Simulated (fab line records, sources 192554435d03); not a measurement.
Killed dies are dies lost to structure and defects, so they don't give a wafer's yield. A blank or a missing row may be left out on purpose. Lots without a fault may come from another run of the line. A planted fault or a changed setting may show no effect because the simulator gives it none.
Split-lot experiment | flow n5_finfet | 7 lots, 39 wafers read, on a route of 1938 steps

THE SPLIT
At N5_BEOL_M0_TRENCH_ETCH_107 (etches SiOC in C4F6/O2, target depth 32.8 nm, time 16.4 s), the setting target_depth_a was moved away from the recipe's 328 angstrom on 15 of the 39 wafers read, by -40.0% to +36.3%. The other wafers ran this setting at the recipe's value.

FROM THE SPLIT TO THE READING: what the file shows between them, 1 step
- N5_BEOL_M0_STRIP_142: strips in N2/H2, time 10 s

THE READING
trench_depth_nm, in nm, at N5_BEOL_M0_OCD_MEAS_108. Fault-free wafers of this fab line usually give 32.4 nm, standard deviation 0.8 nm.

wafer  | tool, chamber at the split | target_depth_a as run, angstrom | against the recipe | trench_depth_nm, nm | against lot-mates on the recipe
L076.3 | rie_diel-04, 1,0           | 328                             | recipe             | 32.0                | -
L076.4 | rie_diel-04, 2             | 328                             | recipe             | 32.6                | -
L076.5 | rie_diel-04, 1,0           | 328                             | recipe             | 31.9                | -
L077.1 | rie_diel-01, 3             | 328                             | recipe             | 32.2                | -
L077.2 | rie_diel-01, 2             | 328                             | recipe             | 30.7                | -
L077.3 | rie_diel-01, 0             | 328                             | recipe             | 32.5                | -
L077.4 | rie_diel-01, 1             | 196.7                           | -40.0%             | 19.3                | -12.5
L077.5 | rie_diel-01, 1             | 196.7                           | -40.0%             | 19.4                | -12.4
L077.6 | rie_diel-01, 2             | 196.7                           | -40.0%             | 18.7                | -13.1
L082.1 | rie_diel-04, 0             | 328                             | recipe             | 32.2                | -
L082.2 | rie_diel-04, 2             | 328                             | recipe             | 33.0                | -
L082.3 | rie_diel-04, 3             | 237.8                           | -27.5%             | 23.3                | -9.1
L082.4 | rie_diel-04, 3             | 328                             | recipe             | 32.1                | -
L082.5 | rie_diel-04, 2             | 237.8                           | -27.5%             | 24.4                | -8.0
L082.6 | rie_diel-04, 0             | 237.8                           | -27.5%             | 23.3                | -9.1
L083.1 | rie_diel-05, 3             | 328                             | recipe             | 31.9                | -
L083.2 | rie_diel-05, 1             | 328                             | recipe             | 30.6                | -
L083.3 | rie_diel-05, 0             | 380.3                           | +15.9%             | 38.2                | +6.3
L083.4 | rie_diel-05, 2             | 380.3                           | +15.9%             | 38.5                | +6.6
L083.5 | rie_diel-05, 3             | 380.3                           | +15.9%             | 38.1                | +6.2
L083.6 | rie_diel-05, 2             | 328                             | recipe             | 33.1                | -
L088.1 | rie_diel-01, 0             | 328                             | recipe             | 33.2                | -
L088.2 | rie_diel-01, 1             | 328                             | recipe             | 32.7                | -
L088.3 | rie_diel-01, 2             | 328                             | recipe             | 31.9                | -
L088.4 | rie_diel-01, 2             | 328                             | recipe             | 32.3                | -
L088.5 | rie_diel-01, 1             | 328                             | recipe             | 32.4                | -
L088.6 | rie_diel-01, 0             | 328                             | recipe             | 33.3                | -
L095.1 | rie_diel-01, 1             | 447                             | +36.3%             | 44.2                | +11.2
L095.2 | rie_diel-01, 0             | 328                             | recipe             | 33.0                | -
L095.3 | rie_diel-01, 2             | 447                             | +36.3%             | 43.9                | +10.9
L095.4 | rie_diel-01, 3             | 328                             | recipe             | 33.9                | -
L095.5 | rie_diel-01, 3             | 447                             | +36.3%             | 46.0                | +13.0
L095.6 | rie_diel-01, 2             | 328                             | recipe             | 32.0                | -
L097.1 | rie_diel-01, 3             | 328                             | recipe             | 33.5                | -
L097.2 | rie_diel-01, 0             | 328                             | recipe             | 32.9                | -
L097.3 | rie_diel-01, 2             | 432.8                           | +32.0%             | 42.1                | +8.8
L097.4 | rie_diel-01, 1             | 432.8                           | +32.0%             | 42.5                | +9.2
L097.5 | rie_diel-01, 2             | 432.8                           | +32.0%             | 42.5                | +9.2
L097.6 | rie_diel-01, 3             | 328                             | recipe             | 33.5                | -
Where a row lists several chambers, the file gives one row for several wafers and doesn't say which wafer went through which chamber.

THE FIT
A straight line over all 39 wafers: trench_depth_nm changes by +0.329 nm for each +1% of target_depth_a; r = +0.99; the points scatter about the line by 0.76 nm.
The same after taking each lot's own level away (the mean of its wafers on the recipe; 39 wafers): +0.316 nm for each +1%; r = +0.99; scatter 0.77 nm.
On that fit, the largest move of target_depth_a shifts the reading by 13 nm.
The lots' own levels span 31.80 to 33.30 nm, that is 1.9 times the standard deviation above.
So the lot-to-lot level changes the slope little: the two slopes agree.
Check: with one of the wafers moved furthest among these (-40.0%) left out of the fit, the line predicts -12.6 nm for it against its lot-mates. It came out at -12.5 nm against them.

THE WHOLE CHAIN: every reading that the file lists as answering this split, in the file's order
step                       | what it does                                              | reading                                                                               | change (the file's fit)               | r (the file's)
N5_BEOL_M0_TRENCH_ETCH_107 | etches SiOC in C4F6/O2, target depth 32.8 nm, time 16.4 s | BEOL_M0.feature_depth_nm (the simulator's own value, which no gauge read)             | +0.317 nm for each +1% of the setting | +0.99
N5_BEOL_M0_TRENCH_ETCH_107 | etches SiOC in C4F6/O2, target depth 32.8 nm, time 16.4 s | TiN_of_BEOL_M0_SAQP_HM_DEP_02.thk_nm (the simulator's own value, which no gauge read) | -0.015 nm for each +1% of the setting | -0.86
N5_BEOL_M0_OCD_MEAS_108    |                                                           | trench_depth_nm                                                                       | +0.316 nm for each +1% of the setting | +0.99

THE FILE'S OWN FIT
trench_depth_nm changes by +0.316 nm for each +1% of target_depth_a, r = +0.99.
